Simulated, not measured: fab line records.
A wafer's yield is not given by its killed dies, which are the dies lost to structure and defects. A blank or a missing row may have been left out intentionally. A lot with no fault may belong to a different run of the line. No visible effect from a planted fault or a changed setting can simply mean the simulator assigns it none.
fab line records | flow n5-finfet
[record] lots = 7 wafers = 39
route steps=1938 shown FIN_SAQP@138 FIN_CUT@169 DUMMY_GATE@237 HKMG_FIN@413 MOL_CONTACT_COAG@535 PASSIVATION@1936
start-h: the number of hours between the record's first day and the start of the first shown wafer of the lot | wait-h: time in hours since the lot's previous step | " the same as in the row above | L1.1+2: one row covering several wafers at once | - either no value or no given start | * or withheld: withheld | < > ~ a bound
route shown NAME@n: NAME is a module with steps in the file, n the number in the route of the first one | usual: mean/standard deviation taken from wafers without a fault | same: alike in all rows | chamber/n: place in a boat | sites: readings site by site | _std_site: their standard deviation | _edge_site: mean of outer sites minus mean of inner sites | radius-mm: for every site, how far away it sits from the centre of the wafer | mask NAME#n: copy n | behind: the last tool/chamber to shape the wafer | hold: the reason the lot was held/the length of the hold in hours/how it ended | device: names the non-switching transistor (n, p or np) | end of line: the route-end tests of the same wafers | where a step has no rows: the recipe by itself | killed: at the first sort, the dies lost to defects and structure; wafer yield is something else | map: the dies of a wafer, with x for killed, . for not killed, _ for no die there
set.NAME: setting as actually run; set.NAME@STEP: the setting as run at that earlier step | model.NAME: the simulator's own value behind a step, which no gauge read
one table per step and one row per wafer, for lots whose settings were changed on purpose
[[steps]]
[step N5_FIN_SAQP_SPACER2_ALD_28]
[recipe] material = SiO2 target-thk-a = 81 temp-c = 300 ald-precursor-family = BDEAS ald-co-reactant = O2-plasma pulse-time-s = 1 purge-time-s = 2 co-reactant-purge-time-s = 2 pressure-torr = 2
[step N5_FIN_CUT_ETCH_21]
[recipe] chemistry = N2/H2 target = SOC target-depth-a = 2190 overetch-a = 438 mask-material = SiARC temp-c = 40 ion-energy-ev = 100 bias-w = 61 time-s = 523.5 pressure-mtorr = 30 source-w = 850 n2-flow-sccm = 200 h2-flow-sccm = 200
[step N5_DUMMY_GATE_ETCH_37]
[recipe] chemistry = N2/H2 target = SOC target-depth-a = 600 overetch-a = 300 temp-c = 40 ion-energy-ev = 200 pressure-mtorr = 30 source-w = 840 bias-w = 150 n2-flow-sccm = 200 h2-flow-sccm = 200
[step N5_HKMG_FIN_CVD_62]
[recipe] material = a-Si target-thk-a = 30 temp-c = 500 precursor = Si2H6 pressure-torr = 1 time-s = 20.8
[step N5_HKMG_FIN_ETCH_32]
[recipe] chemistry = N2/H2 target = SOC target-depth-a = 2400 temp-c = 40 time-s = 300 ion-energy-ev = 200 mask-material = SiARC pressure-mtorr = 30 source-w = 840 bias-w = 150 n2-flow-sccm = 200 h2-flow-sccm = 200
[step N5_HKMG_FIN_ETCH_86]
[recipe] chemistry = N2/H2 target = SOC target-depth-a = 3932 stop-on = TiN ion-energy-ev = 100 bias-w = 61 pressure-mtorr = 30 source-w = 850 n2-flow-sccm = 200 h2-flow-sccm = 200
[step N5_MOL_CONTACT_COAG_CONTACT_ETCH_14]
[recipe] chemistry = C4F6/O2 target = SiO2 target-depth-a = 275 overetch-a = 85 mask-material = SOC pressure-mtorr = 30 source-w = 370 bias-w = 185 Ar_flow_sccm = 300 C4F6_flow_sccm = 16 O2_flow_sccm = 10 time-s = 20 ion-energy-ev = 259.6
[step N5_MOL_CONTACT_COAG_VIA_ETCH_117]
[recipe] chemistry = C4F6/O2 target-depth-a = 400 overetch-a = 80 mask-material = SOC target = SiO2 bias-w = 455 pressure-mtorr = 10 time-s = 26 source-w = 325 Ar_flow_sccm = 300 C4F6_flow_sccm = 10 O2_flow_sccm = 10 ion-energy-ev = 575.3 ends = end-point
[step N5_PASSIVATION_PROBE_49]
[usual] defect-limited-yield = 91.0/1.5 killed-at-front-end = 40/12 killed-dies = 106/18 killed-on-rim = 14/4.7
// columns lot.wafer tool chamber start-h wait-h set.temp-c@FIN_SAQP_SPACER2_ALD_28 set.h2-flow-sccm@FIN_CUT_ETCH_21 set.source-w@DUMMY_GATE_ETCH_37 set.temp-c@HKMG_FIN_CVD_62 set.target-depth-a@HKMG_FIN_ETCH_32 set.target-depth-a@HKMG_FIN_ETCH_86 set.source-w@MOL_CONTACT_COAG_CONTACT_ETCH_14 set.bias-w@MOL_CONTACT_COAG_VIA_ETCH_117 defect-limited-yield[%] killed-at-front-end killed-dies killed-on-rim
L076.1 prober-02 - 292.65 0.0 300 200 840 500 2125 4172 370 455 15.1 954 1002 85
L076.2 prober-02 - 292.70 0.1 291.1 200 987.2 508.1 2400 4172 435 455 22.8 838 911 125
L076.3 prober-02 - 292.75 0.1 300 200 987.2 508.1 2125 4172 370 481.4 15.1 907 1002 152
L076.4 prober-02 - 292.80 0.2 300 200 987.2 500 2400 3932 370 481.4 91.5 38 100 15
L076.5 prober-02 - 292.85 0.2 291.1 200 840 508.1 2400 3932 435 455 90.6 27 111 21
L076.6 prober-02 - 292.90 0.3 291.1 200 840 500 2125 3932 435 481.4 90.0 26 118 16
L079.1 prober-01 - 301.67 0.0 287.4 185.1 775.2 500 2400 3932 329.9 455 89.7 42 122 24
L079.2 prober-01 - 301.72 0.1 300 200 775.2 500 2400 4169 370 391.5 19.2 896 953 151
L079.3 prober-01 - 301.77 0.1 300 200 840 520.6 2400 3932 329.9 391.5 93.0 27 83 9
L079.4 prober-01 - 301.82 0.2 287.4 200 775.2 520.6 2400 3932 370 455 90.8 35 108 10
L079.5 prober-01 - 301.87 0.2 300 185.1 840 520.6 2400 4169 329.9 455 13.2 954 1024 96
L079.6 prober-01 - 301.92 0.3 287.4 185.1 840 500 2400 4169 370 391.5 19.2 900 954 152
L080.1 prober-01 - 306.71 0.0 300 200 753.8 500 2597 3932 343.3 371.7 88.3 67 138 25
L080.2 prober-01 - 306.76 0.1 300 200 840 500 2597 3618 370 455 89.6 45 123 13
L080.3 prober-01 - 306.81 0.1 295.2 200 753.8 500 2400 3618 343.3 371.7 90.0 30 118 20
L080.4 prober-01 - 306.86 0.2 300 200 840 508.2 2400 3932 370 371.7 88.5 57 136 12
L080.5 prober-01 - 306.91 0.2 295.2 200 840 508.2 2400 3618 343.3 455 88.5 50 136 20
L080.6 prober-01 - 306.96 0.3 295.2 200 753.8 508.2 2597 3932 370 455 90.6 53 111 10
L084.1 prober-02 - 337.74 0.0 300 215.4 795.9 500 2400 3932 370 455 93.6 35 76 12
L084.2 prober-02 - 337.79 0.1 300 215.4 840 477.2 2400 3932 370 455 91.0 44 106 12
L084.3 prober-02 - 337.84 0.1 300 200 795.9 500 2400 3932 318.2 375 94.2 30 69 10
L084.4 prober-02 - 337.89 0.2 300 215.4 840 500 2400 3932 318.2 375 90.8 44 109 13
L084.5 prober-02 - 337.94 0.2 300 200 795.9 477.2 2400 3932 318.2 455 94.7 21 62 5
L084.6 prober-02 - 337.99 0.3 300 200 840 477.2 2400 3932 370 375 91.1 34 105 13
L085.1 prober-02 - 352.03 0.0 300 200 840 485.9 2304 3932 370 525.8 93.9 29 72 10
L085.2 prober-02 - 352.08 0.1 295.4 200 840 500 2400 3932 370 525.8 93.5 24 77 9
L085.3 prober-02 - 352.13 0.1 300 200 779.8 500 2400 4220 328.8 455 4.6 1086 1126 124
L085.4 prober-02 - 352.18 0.2 295.4 200 779.8 500 2304 4220 370 455 3.7 1094 1136 146
L085.5 prober-02 - 352.23 0.2 300 200 779.8 485.9 2400 3932 328.8 455 93.2 32 80 4
L085.6 prober-02 - 352.28 0.3 295.4 200 840 485.9 2304 4220 328.8 525.8 2.6 1088 1149 147
L088.1 prober-01 - 366.52 0.0 312 190.5 840 500 2400 4127 370 498.3 49.1 539 601 123
L088.2 prober-01 - 366.57 0.1 300 200 938.2 500 2400 3932 307.9 455 91.5 43 100 7
L088.3 prober-01 - 366.62 0.1 300 190.5 840 487.1 2400 3932 307.9 498.3 92.0 23 94 16
L088.4 prober-01 - 366.67 0.2 300 200 840 487.1 2400 4127 370 455 17.5 906 973 152
L088.5 prober-01 - 366.72 0.2 312 200 938.2 487.1 2400 3932 370 498.3 92.1 38 93 14
L088.6 prober-01 - 366.77 0.3 312 190.5 938.2 500 2400 4127 307.9 455 16.4 919 987 152
L091.1 prober-02 - 425.38 0.0 300 200 840 500 2400 3932 370 455 89.1 40 129 16
L091.2 prober-02 - 425.43 0.1 300 200 840 500 2400 3932 370 455 89.7 41 122 20
L091.4 prober-02 - 425.53 0.2 300 200 840 500 2400 3932 370 455 91.0 36 106 11
// killed by level:class
L076.1 HKMG_FIN:area-etch=912 FIN_SAQP:geometric-particle:open=15 MOL_CONTACT_COAG:geometric-particle:open=9 DUMMY_GATE:geometric-particle:open=8 BEOL_M0_SAQP:geometric-particle:short=8 BEOL_M2:geometric-particle:open=7 FIN_SAQP:geometric-particle:short=5 BEOL_M0_SAQP:geometric-particle:open=5
L076.2 HKMG_FIN:area-etch=785 BEOL_M0_SAQP:geometric-particle:open=15 MOL_CONTACT_COAG:geometric-particle:open=14 STI_FIN_REVEAL:geometric-particle:open=13 GATE_CUT:geometric-particle:short=13 BEOL_M2:geometric-particle:open=13 STI_FIN_REVEAL:geometric-particle:short=7 BEOL_M0_SAQP:geometric-particle:short=6
L076.3 HKMG_FIN:area-etch=857 MOL_CONTACT_COAG:geometric-particle:open=26 BEOL_M0_SAQP:geometric-particle:open=16 STI_FIN_REVEAL:geometric-particle:open=15 BEOL_M0_SAQP:geometric-particle:short=12 BEOL_M2:geometric-particle:open=10 FIN_SAQP:geometric-particle:open=8 GATE_CUT:geometric-particle:short=7
L076.4 FIN_SAQP:geometric-particle:open=15 BEOL_M2:geometric-particle:open=11 MOL_CONTACT_COAG:geometric-particle:open=9 BEOL_M0_SAQP:geometric-particle:short=8 BEOL_M0_SAQP:geometric-particle:open=7 DUMMY_GATE:geometric-particle:open=5 BEOL_M2:geometric-particle:short=5 MOL_CONTACT_COAG:geometric-particle:short=4
L076.5 MOL_CONTACT_COAG:geometric-particle:open=21 FIN_SAQP:geometric-particle:open=11 BEOL_M0_SAQP:geometric-particle:open=11 BEOL_M2:geometric-particle:open=8 BEOL_M0_SAQP:geometric-particle:short=7 BEOL_M2:geometric-particle:short=6 BEOL_M3:geometric-particle:open=5 MIM_TOP_ETCH:geometric-particle:short=4
L076.6 MOL_CONTACT_COAG:geometric-particle:open=18 BEOL_M0_SAQP:geometric-particle:open=16 BEOL_M0_SAQP:geometric-particle:short=16 BEOL_M2:geometric-particle:open=12 FIN_SAQP:geometric-particle:open=6 GATE_CUT:geometric-particle:short=5 MOL_CONTACT_COAG:geometric-particle:short=5 BEOL_M1:geometric-particle:open=4
L079.1 MOL_CONTACT_COAG:geometric-particle:open=12 BEOL_M2:geometric-particle:open=11 FIN_SAQP:geometric-particle:short=10 FIN_SAQP:geometric-particle:open=10 BEOL_M0_SAQP:geometric-particle:open=9 BEOL_M4:geometric-particle:open=9 BEOL_M1:geometric-particle:open=8 MOL_CONTACT_COAG:geometric-particle:short=7
L079.2 HKMG_FIN:area-etch=876 MOL_CONTACT_COAG:geometric-particle:open=12 BEOL_M2:geometric-particle:open=8 BEOL_M0_SAQP:geometric-particle:open=6 FIN_SAQP:geometric-particle:short=4 FIN_SAQP:geometric-particle:open=4 BEOL_M0_SAQP:geometric-particle:short=4 DUMMY_GATE:geometric-particle:open=3
L079.3 MOL_CONTACT_COAG:geometric-particle:open=10 FIN_SAQP:geometric-particle:short=9 BEOL_M2:geometric-particle:open=9 FIN_SAQP:geometric-particle:open=7 BEOL_M0_SAQP:geometric-particle:open=6 BEOL_M0_SAQP:geometric-particle:short=5 BEOL_M3:geometric-particle:open=5 MOL_CONTACT_COAG:geometric-particle:short=3
L079.4 FIN_SAQP:geometric-particle:open=12 FIN_SAQP:geometric-particle:short=12 MOL_CONTACT_COAG:geometric-particle:open=11 BEOL_M0_SAQP:geometric-particle:short=8 BEOL_M2:geometric-particle:open=8 BEOL_M1:geometric-particle:open=7 BEOL_M0_SAQP:geometric-particle:open=6 BEOL_M4:geometric-particle:open=6
L079.5 HKMG_FIN:area-etch=913 BEOL_M2:geometric-particle:open=20 FIN_SAQP:geometric-particle:short=13 FIN_SAQP:geometric-particle:open=12 MOL_CONTACT_COAG:geometric-particle:open=9 BEOL_M1:geometric-particle:open=6 BEOL_M0_SAQP:geometric-particle:open=5 DUMMY_GATE:geometric-particle:open=4
L079.6 HKMG_FIN:area-etch=864 FIN_SAQP:geometric-particle:short=13 BEOL_M2:geometric-particle:open=12 MOL_CONTACT_COAG:geometric-particle:open=10 DUMMY_GATE:geometric-particle:open=8 FIN_SAQP:geometric-particle:open=5 BEOL_M4:geometric-particle:open=5 STI_FIN_REVEAL:geometric-particle:open=4
L080.1 STI_FIN_REVEAL:geometric-particle:open=26 MOL_CONTACT_COAG:geometric-particle:open=14 FIN_SAQP:geometric-particle:open=10 BEOL_M1:geometric-particle:open=9 BEOL_M0_SAQP:geometric-particle:open=9 BEOL_M2:geometric-particle:open=9 STARTING-WAFER:geometric-particle:open=8 ILD0:geometric-particle:open=6
L080.2 MOL_CONTACT_COAG:geometric-particle:open=15 STI_FIN_REVEAL:geometric-particle:open=13 FIN_SAQP:geometric-particle:short=12 BEOL_M0_SAQP:geometric-particle:open=12 FIN_SAQP:geometric-particle:open=10 BEOL_M3:geometric-particle:open=9 BEOL_M2:geometric-particle:open=8 BEOL_M1:geometric-particle:open=6
L080.3 BEOL_M0_SAQP:geometric-particle:short=16 MOL_CONTACT_COAG:geometric-particle:open=15 BEOL_M0_SAQP:geometric-particle:open=14 BEOL_M1:geometric-particle:open=11 BEOL_M2:geometric-particle:open=10 STARTING-WAFER:geometric-particle:open=5 FIN_SAQP:geometric-particle:open=4 FIN_SAQP:geometric-particle:short=4
L080.4 MOL_CONTACT_COAG:geometric-particle:open=20 STI_FIN_REVEAL:geometric-particle:open=18 BEOL_M4:geometric-particle:open=15 FIN_SAQP:geometric-particle:short=11 BEOL_M3:geometric-particle:open=7 FIN_SAQP:geometric-particle:open=6 BEOL_M0_SAQP:geometric-particle:short=5 BEOL_M5:geometric-particle:open=5
L080.5 MOL_CONTACT_COAG:geometric-particle:open=15 BEOL_M2:geometric-particle:open=14 STI_FIN_REVEAL:geometric-particle:open=11 FIN_SAQP:geometric-particle:short=10 FIN_SAQP:geometric-particle:open=9 BEOL_M1:geometric-particle:open=9 BEOL_M4:geometric-particle:open=8 MOL_CONTACT_COAG:geometric-particle:short=6
L080.6 FIN_SAQP:geometric-particle:open=13 STI_FIN_REVEAL:geometric-particle:open=12 MOL_CONTACT_COAG:geometric-particle:open=11 BEOL_M0_SAQP:geometric-particle:short=10 BEOL_M3:geometric-particle:open=8 FIN_SAQP:geometric-particle:short=6 BEOL_M1:geometric-particle:open=6 MOL_CONTACT_COAG:geometric-particle:short=4
L084.1 STI_FIN_REVEAL:geometric-particle:open=9 DUMMY_GATE:geometric-particle:open=8 MOL_CONTACT_COAG:geometric-particle:open=8 BEOL_M0_SAQP:geometric-particle:short=6 FIN_SAQP:geometric-particle:open=4 FIN_SAQP:geometric-particle:short=4 BEOL_M2:geometric-particle:open=4 MOL_CONTACT_COAG:geometric-particle:short=4
L084.2 DUMMY_GATE:geometric-particle:open=11 MOL_CONTACT_COAG:geometric-particle:open=9 FIN_SAQP:geometric-particle:open=8 FIN_SAQP:geometric-particle:short=8 BEOL_M0_SAQP:geometric-particle:short=7 BEOL_M1:geometric-particle:open=7 STI_FIN_REVEAL:geometric-particle:open=6 BEOL_M0:geometric-particle:open=5
L084.3 BEOL_M1:geometric-particle:open=10 MOL_CONTACT_COAG:geometric-particle:open=6 STI_FIN_REVEAL:geometric-particle:open=5 DUMMY_GATE:geometric-particle:open=5 FIN_SAQP:geometric-particle:open=4 FIN_SAQP:geometric-particle:short=4 BEOL_M4:geometric-particle:short=4 ILD0:geometric-particle:short=3
L084.4 BEOL_M4:geometric-particle:short=12 FIN_SAQP:geometric-particle:short=10 FIN_SAQP:geometric-particle:open=9 BEOL_M0_SAQP:geometric-particle:open=9 STI_FIN_REVEAL:geometric-particle:open=8 MOL_CONTACT_COAG:geometric-particle:open=8 BEOL_M1:geometric-particle:open=8 BEOL_M0_SAQP:geometric-particle:short=6
L084.5 MOL_CONTACT_COAG:geometric-particle:open=6 BEOL_M4:geometric-particle:short=5 FIN_SAQP:geometric-particle:short=4 DUMMY_GATE:geometric-particle:open=4 BEOL_M2:geometric-particle:open=4 STARTING-WAFER:geometric-particle:short=4 BEOL_M0_SAQP:geometric-particle:open=3 BEOL_M0_SAQP:geometric-particle:short=3
L084.6 FIN_SAQP:geometric-particle:short=9 MIM_TOP_ETCH:geometric-particle:short=9 BEOL_M1:geometric-particle:open=9 MOL_CONTACT_COAG:geometric-particle:open=7 FIN_SAQP:geometric-particle:open=6 BEOL_M0_SAQP:geometric-particle:short=6 MIM_TOP_ETCH:geometric-particle:open=6 BEOL_M0_SAQP:geometric-particle:open=5
L085.1 MOL_CONTACT_COAG:geometric-particle:open=7 ILD0:geometric-particle:short=5 BEOL_M4:geometric-particle:open=5 FIN_SAQP:geometric-particle:short=4 ILD0:geometric-particle:open=4 GATE_CUT:geometric-particle:short=4 MOL_CONTACT_COAG:geometric-particle:short=4 BEOL_M1:geometric-particle:open=4
L085.2 MOL_CONTACT_COAG:geometric-particle:open=7 STI_FIN_REVEAL:geometric-particle:open=6 BEOL_M3:geometric-particle:open=6 ILD0:geometric-particle:open=4 ILD0:geometric-particle:short=4 BEOL_M1:geometric-particle:open=4 BEOL_M1:geometric-particle:short=4 BEOL_M5:geometric-particle:open=4
L085.3 HKMG_FIN:area-etch=1055 MOL_CONTACT_COAG:geometric-particle:open=7 STARTING-WAFER:geometric-particle:open=7 DUMMY_GATE:geometric-particle:open=4 GATE_CUT:geometric-particle:short=4 MOL_CONTACT_COAG:geometric-particle:short=4 BEOL_M2:geometric-particle:open=4 BEOL_M3:geometric-particle:open=4
L085.4 HKMG_FIN:area-etch=1071 BEOL_M0_SAQP:geometric-particle:open=8 DUMMY_GATE:geometric-particle:open=6 MOL_CONTACT_COAG:geometric-particle:open=6 FIN_SAQP:geometric-particle:short=4 BEOL_M1:geometric-particle:open=4 STI_FIN_REVEAL:geometric-particle:open=3 MOL_CONTACT_COAG:geometric-particle:short=3
L085.5 BEOL_M3:geometric-particle:open=9 BEOL_M1:geometric-particle:open=6 FIN_SAQP:geometric-particle:open=4 FIN_SAQP:geometric-particle:short=4 STI_FIN_REVEAL:geometric-particle:open=4 ILD0:geometric-particle:open=4 ILD0:geometric-particle:short=4 BEOL_M5:geometric-particle:open=4
L085.6 HKMG_FIN:area-etch=1063 MOL_CONTACT_COAG:geometric-particle:open=11 BEOL_M0_SAQP:geometric-particle:open=7 BEOL_M1:geometric-particle:open=6 BEOL_M3:geometric-particle:open=5 GATE_CUT:geometric-particle:open=4 BEOL_M2:geometric-particle:open=4 DUMMY_GATE:geometric-particle:open=3
L088.1 HKMG_FIN:area-etch=516 BEOL_M0_SAQP:geometric-particle:open=10 MOL_CONTACT_COAG:geometric-particle:open=9 BEOL_M1:geometric-particle:open=8 BEOL_M0_SAQP:geometric-particle:short=6 STI_FIN_REVEAL:geometric-particle:open=5 BEOL_M6:geometric-particle:open=4 BEOL_M5:geometric-particle:open=4
L088.2 STI_FIN_REVEAL:geometric-particle:open=12 DUMMY_GATE:geometric-particle:open=8 MOL_CONTACT_COAG:geometric-particle:open=8 BEOL_M1:geometric-particle:open=7 BEOL_M0_SAQP:geometric-particle:short=7 MOL_CONTACT_COAG:geometric-particle:short=6 BEOL_M0_SAQP:geometric-particle:open=6 BEOL_M3:geometric-particle:open=6
L088.3 MOL_CONTACT_COAG:geometric-particle:open=14 BEOL_M0_SAQP:geometric-particle:open=12 BEOL_M1:geometric-particle:open=12 BEOL_M0:geometric-particle:open=8 FIN_SAQP:geometric-particle:short=6 FIN_SAQP:geometric-particle:open=5 BEOL_M0_SAQP:geometric-particle:short=5 MOL_CONTACT_COAG:geometric-particle:short=3
L088.4 HKMG_FIN:area-etch=882 MOL_CONTACT_COAG:geometric-particle:open=13 BEOL_M0_SAQP:geometric-particle:short=9 BEOL_M3:geometric-particle:open=8 BEOL_M0_SAQP:geometric-particle:open=7 STI_FIN_REVEAL:geometric-particle:open=5 MOL_CONTACT_COAG:geometric-particle:short=5 FIN_SAQP:geometric-particle:short=4
L088.5 STI_FIN_REVEAL:geometric-particle:open=11 BEOL_M3:geometric-particle:open=9 BEOL_M0_SAQP:geometric-particle:open=8 MOL_CONTACT_COAG:geometric-particle:open=7 BEOL_M5:geometric-particle:open=6 FIN_SAQP:geometric-particle:short=5 GATE_CUT:geometric-particle:short=5 FIN_SAQP:geometric-particle:open=3
L088.6 HKMG_FIN:area-etch=884 MOL_CONTACT_COAG:geometric-particle:open=15 BEOL_M0_SAQP:geometric-particle:short=14 MOL_CONTACT_COAG:geometric-particle:short=8 BEOL_M0_SAQP:geometric-particle:open=8 BEOL_M2:geometric-particle:open=6 FIN_SAQP:geometric-particle:short=5 FIN_SAQP:geometric-particle:open=5
L091.1 MOL_CONTACT_COAG:geometric-particle:open=24 BEOL_M4:geometric-particle:open=22 FIN_SAQP:geometric-particle:short=12 BEOL_M3:geometric-particle:open=9 BEOL_M2:geometric-particle:open=8 STI_FIN_REVEAL:geometric-particle:open=7 DUMMY_GATE:geometric-particle:open=5 FIN_SAQP:geometric-particle:open=4
L091.2 BEOL_M0_SAQP:geometric-particle:open=15 BEOL_M0_SAQP:geometric-particle:short=14 BEOL_M3:geometric-particle:open=13 FIN_SAQP:geometric-particle:open=10 FIN_SAQP:geometric-particle:short=10 BEOL_M4:geometric-particle:open=9 MOL_CONTACT_COAG:geometric-particle:open=6 BEOL_M3:geometric-particle:short=5
L091.4 BEOL_M4:geometric-particle:open=13 BEOL_M3:geometric-particle:open=12 FIN_SAQP:geometric-particle:open=8 MOL_CONTACT_COAG:geometric-particle:open=7 STI_FIN_REVEAL:geometric-particle:open=6 BEOL_M1:geometric-particle:open=6 BEOL_M2:geometric-particle:open=6 GATE_CUT:geometric-particle:short=5
[[key]]
[split] step = N5_FIN_SAQP_SPACER2_ALD_28 setting = temp-c stated-as = 300
response none clear
[split] step = N5_FIN_CUT_ETCH_21 setting = h2-flow-sccm stated-as = 200
response none clear
[split] step = N5_DUMMY_GATE_ETCH_37 setting = source-w stated-as = 840
response none clear
[split] step = N5_HKMG_FIN_CVD_62 setting = temp-c stated-as = 500
response none clear
[split] step = N5_HKMG_FIN_ETCH_32 setting = target-depth-a stated-as = 2400
response none clear
[split] step = N5_HKMG_FIN_ETCH_86 setting = target-depth-a stated-as = 3932
[response] step = N5_PASSIVATION_PROBE_49 reading = killed-at-front-end slope = +103 per = 1% together-with = all explained = 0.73
[response] step = N5_PASSIVATION_PROBE_49 reading = defect-limited-yield slope = -8.65 per = 1% together-with = all explained = 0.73
[response] step = N5_PASSIVATION_PROBE_49 reading = killed-dies slope = +102 per = 1% together-with = all explained = 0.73
[response] step = N5_PASSIVATION_PROBE_49 reading = killed-on-rim slope = +13.4 per = 1% together-with = all explained = 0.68
[split] step = N5_MOL_CONTACT_COAG_CONTACT_ETCH_14 setting = source-w stated-as = 370
response none clear
[split] step = N5_MOL_CONTACT_COAG_VIA_ETCH_117 setting = bias-w stated-as = 455
response none clear
